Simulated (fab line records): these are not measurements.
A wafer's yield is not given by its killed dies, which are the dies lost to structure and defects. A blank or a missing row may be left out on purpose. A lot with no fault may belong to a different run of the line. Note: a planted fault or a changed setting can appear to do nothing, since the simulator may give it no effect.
Matching of chambers ; flow n5Finfet ; N5_BEOL_M2_ALD_98 on aldSin-03: 4 sister chambers
The step deposits SiO2, target thk 2.5 nm, pulse time 1 s, co reactant pulse time 1 s. 27 wafers are shown with their chamber, then 12 later ones without.

## WAFERS, EACH WITH ITS CHAMBER
wafer;chamber;heaterPowerW (W);precursorPulseHeightRel
L076.1;2;64;0.995
L076.4;3;81;0.977
L076.6;0;70;0.988
L077.2;3;81;1.014
L077.3;0;69;1.041
L077.5;3;81;1.019
L079.2;0;71;0.973
L079.4;3;81;1.016
L079.6;2;65;1.025
L078.1;0;71;0.998
L078.2;2;64;0.986
L078.5;1;90;0.989
L080.1;3;80;0.977
L080.4;1;92;1.038
L080.5;2;65;1.006
L082.1;1;92;0.992
L082.2;0;72;1.032
L082.5;1;93;1.007
L083.2;1;93;1.017
L083.3;3;82;1.027
L083.4;0;72;1.026
L084.1;0;71;1.023
L084.2;3;82;0.995
L084.3;2;64;1.019
L085.1;3;81;1.032
L085.2;1;93;0.981
L085.3;0;72;1.028

SIGNATURES (averages over the wafers above)
reading;chamber 0;chamber 1;chamber 2;chamber 3;scatter within a chamber
heaterPowerW;71.00;92.17;64.40;81.12;0.907
precursorPulseHeightRel;1.01362;1.00400;1.00620;1.00713;0.0215
Rule: for each reading, subtract the chamber's mean from the wafer's reading, divide by that reading's scatter and square the result; add these up over the readings and take the root, which gives the wafer's distance from the chamber. The wafer belongs to the nearest chamber; if the next one is less than 2 further off, it can't be placed. The scatter is the square root of a quotient: the sum, over the shown wafers, of each reading's squared deviation from its chamber's mean, divided by wafers minus chambers.

## WAFERS WHOSE CHAMBER IS MISSING
wafer;heaterPowerW (W);precursorPulseHeightRel
L087.1;70;1.016
L087.5;82;0.996
L087.6;65;0.991
L093.2;71;1.000
L093.5;71;1.002
L093.6;94;0.996
L096.1;93;0.962
L096.2;81;0.990
L096.5;65;1.020
L097.1;80;0.993
L097.2;70;0.995
L097.5;68;1.033

## THE CHAMBER EACH PASSED THROUGH
wafer;from the rows above;in truth
L087.1;0;0
L087.5;3;3
L087.6;2;2
L093.2;0;0
L093.5;0;0
L093.6;1;1
L096.1;1;1
L096.2;3;3
L096.5;2;2
L097.1;3;3
L097.2;0;0
L097.5;can't be placed: 0 or 2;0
11 of 12 placed correctly. Can't be placed from these rows: 1 (the true chamber is among the candidates in 1). 0 placed wrongly.
